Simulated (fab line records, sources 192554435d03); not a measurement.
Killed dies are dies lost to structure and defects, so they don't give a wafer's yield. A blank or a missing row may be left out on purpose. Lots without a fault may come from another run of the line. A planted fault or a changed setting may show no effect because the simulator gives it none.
A struck lot beside a sound one | flow n5_finfet | 40 steps out of a route of 1938
Sound: wafers L283.2, L283.3, L283.4. Struck: wafers L278.3, L278.4, L278.5. The cause comes at the end.
At each step with rows: each side's tool, then ch and its chambers, then its first start. Under that, the readings that differ: sound wafers | struck wafers | difference of the means | sigmas: that difference in standard deviations of wafers without a fault.
alike: readings whose means differ by less than 2 such deviations, and words and numbers that are the same on both sides. not compared: withheld readings, readings that some wafer has no value for, bounds like >300 that may hide the same value, and numbers for which the record gives no deviation and whose values overlap.
The two part at a step that has a row with sigmas, a row that says differs or no value, or rows on one side only. Numbers that don't overlap but have no deviation are shown without sigmas and don't part them. A reading that every wafer of one side lacks parts them only if that side has two wafers or more.

first, 12 steps without rows for these wafers: N5_HKMG_FIN_ETCH_58 (etches SOC in N2/H2, target depth 215.8 nm, time 741 s); N5_HKMG_FIN_STRIP_93 (strips SOC in N2/H2, time 20 s); N5_HKMG_FIN_WET_ETCH_76 (etches Al2O3 in dNH4OH, stops on La2O3, target depth 2.25 nm, rinse time 30 s); N5_HKMG_FIN_STRIP_60 (strips in N2/H2, time 360 s); N5_HKMG_FIN_WET_ETCH_77 (etches La2O3 in dHCl, stops on HfO2, target depth 2 nm); N5_HKMG_FIN_WET_ETCH_78 (etches Al2O3 in dNH4OH, stops on La2O3, target depth 4.5 nm, rinse time 30 s); N5_HKMG_FIN_ALD_79 (deposits TiN, target thk 1.5 nm, pulse time 1 s, purge time 3 s); N5_HKMG_FIN_CVD_62 (deposits a-Si from Si2H6, target thk 3 nm, time 20.8 s); N5_HKMG_FIN_RTA_80 (time 2 s); N5_HKMG_FIN_PRECLEAN_64 (cleans in dHF, time 30 s); N5_HKMG_FIN_WET_ETCH_65 (etches a-Si in TMAH, stops on TiN, time 49 s, target depth 3 nm); N5_HKMG_FIN_WET_ETCH_81 (etches TiN in SC1, stops on HfO2, time 57 s, target depth 6 nm).
N5_HKMG_FIN_WET_ETCH_82: etches La2O3 in dHCl, stops on HfO2, target depth 2 nm, rinse time 30 s.
  sound on wet_bench-05 ch 2,3,7, day 7 13:02; struck on wet_bench-01 ch 1,2,6, day 6 04:10
  no value came back on the struck wafers for bath_heat_duty_pct (%), rinse_temp_c (C), rinse_time_s (s); on the sound wafers bath_heat_duty_pct (%) reads 7.2 6.1 5.7
  reading                                    | sound | struck      | difference | sigmas
  model.La2O3_of_HKMG_FIN_ALD_74.thk_nm (nm) | 0 0 0 | 0.4 0.6 0.6 | +0.5       |
then, 25 steps without rows for these wafers: N5_HKMG_FIN_ALD_36 (deposits TiN, target thk 1 nm, pulse time 1 s, purge time 3 s); N5_HKMG_FIN_PWFM_ALD_03 (deposits TiN, target thk 2 nm, pulse time 1 s, purge time 3 s); N5_HKMG_FIN_COAT_29 (time 60 s, resist thk 300 nm); N5_HKMG_FIN_COAT_30 (time 60 s, resist thk 35 nm); N5_HKMG_FIN_COAT_06 (resist thk 90 nm); N5_HKMG_FIN_EBR_08; N5_HKMG_FIN_SOFTBAKE_07 (time 60 s); N5_HKMG_FIN_EXPOSE_09 (exposes mask NWFM); N5_HKMG_FIN_PEB_10 (peb time 60 s); N5_HKMG_FIN_DEVELOP_11 (develop time 30 s); N5_HKMG_FIN_DESCUM_17 (chemistry O2, time 7.9 s); N5_HKMG_FIN_ETCH_31 (etches SiARC in CF4, target depth 45.5 nm, time 75.8 s); N5_HKMG_FIN_ETCH_32 (etches SOC in N2/H2, target depth 240 nm, time 300 s); N5_HKMG_FIN_STRIP_33 (strips in N2/H2); N5_HKMG_FIN_STRIP_34 (strips in CF4); N5_HKMG_FIN_ETCH_35 (etches SOC in N2/H2, target depth 215.8 nm, time 243.4 s); N5_HKMG_FIN_STRIP_92 (strips SOC in N2/H2, time 20 s); N5_HKMG_FIN_WET_ETCH_18 (etches TiN in SC1, time 55 s, target depth 5.2 nm, rinse time 30 s); N5_HKMG_FIN_STRIP_19 (strips in N2/H2, time 360 s); N5_HKMG_FIN_ALD_91 (deposits TiN, target thk 1 nm, pulse time 1 s, purge time 3 s); N5_HKMG_FIN_COAT_85 (time 60 s, resist thk 300 nm); N5_HKMG_FIN_ETCH_86 (etches SOC in N2/H2, stops on TiN, target depth 393.2 nm); N5_HKMG_FIN_STRIP_89 (strips SOC in N2/H2, time 20 s); N5_HKMG_FIN_WET_ETCH_87 (etches TiN in SC1, time 154.2 s, target depth 4.7 nm, rinse time 30 s); N5_HKMG_FIN_STRIP_88 (strips in N2/H2, time 360 s).
-- the record jumps here: 5 days lie between the struck wafers' starts before and after (it left off in module HKMG_FIN and takes up again in module BEOL_M4, whose first step shown is number 1111 of the route) --
N5_BEOL_M4_RC_MEAS_101:
  sound on prober-02 ch 0, day 12 11:02; struck on prober-01 ch 0, day 10 22:42
  reading             | sound                     | struck                | difference | sigmas
  EOT_P               | 10.45 10.55 10.58         | 10.96 11.03 10.72     | +0.38      | +5
  IGATE_P (nA/um)     | 0.0042 0.0034 0.0036      | 0.0006 0.0007 0.0008  | -0.0030    | -6
  IOFF_P (nA/um)      | 0.219 0.215 0.212         | 0.051 0.038 0.045     | -0.171     | -6
  IOFF_P_85C (nA/um)  | 3.7 3.7 3.6               | 1.1 0.9 1.0           | -2.7       | -7
  IOFF_P_LIN (nA/um)  | 0.106 0.105 0.103         | 0.024 0.019 0.022     | -0.083     | -8
  IOFF_P_LONG (nA/um) | 0.000127 0.000124 0.00012 | 5.1e-05 4.8e-05 5e-05 | -7.4e-05   | -9
  ION_P (uA/um)       | 472 466 469               | 398 391 398           | -73        | -11
  VT_N_LVT (mV)       | 102.3 103.2 102.3         | 53.4 56.9 56.1        | -47.1      | -16
  VT_P (mV)           | -245.7 -245.3 -245.2      | -290.2 -295.1 -294.7  | -47.9      | -16
  VT_P_LONG (mV)      | -266 -271 -268            | -317 -320 -319        | -50        | -17
  alike: DIBL_N, DIBL_P, IOFF_N, ION_N, SS_N, SS_P, VT_N
-- the record jumps here: 4 days lie between the struck wafers' starts before and after (it left off in module BEOL_M4 and takes up again in module PASSIVATION, whose first step shown is number 1936 of the route) --
N5_PASSIVATION_PROBE_49:
  sound on prober-02, day 17 06:49; struck on prober-02, day 15 10:17
  reading              | sound          | struck            | difference | sigmas
  sort_bin_8_speed (%) | 0 0 0          | 91.19 91.36 91.36 | +91.30     |
  sort_n_pass          | 1044 1072 1068 | 0 0 0             | -1061      | -62
  sort_yield_pct (%)   | 88.5 90.8 90.5 | 0 0 0             | -90        | -60
  alike: defect_limited_yield, killed_at_M0_to_M3, killed_at_M4_up, killed_at_contacts, killed_at_front_end, killed_at_other, killed_dies, killed_open, killed_short, sort_bin_5_function, sort_bin_6_memory

WHERE THEY PART
First at N5_HKMG_FIN_WET_ETCH_82; last, within this record, at N5_PASSIVATION_PROBE_49.

WHY: what the simulator had put in
Skipped step whole: wet_bench-01, from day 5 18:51 on, at N5_HKMG_FIN_WET_ETCH_82. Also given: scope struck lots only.
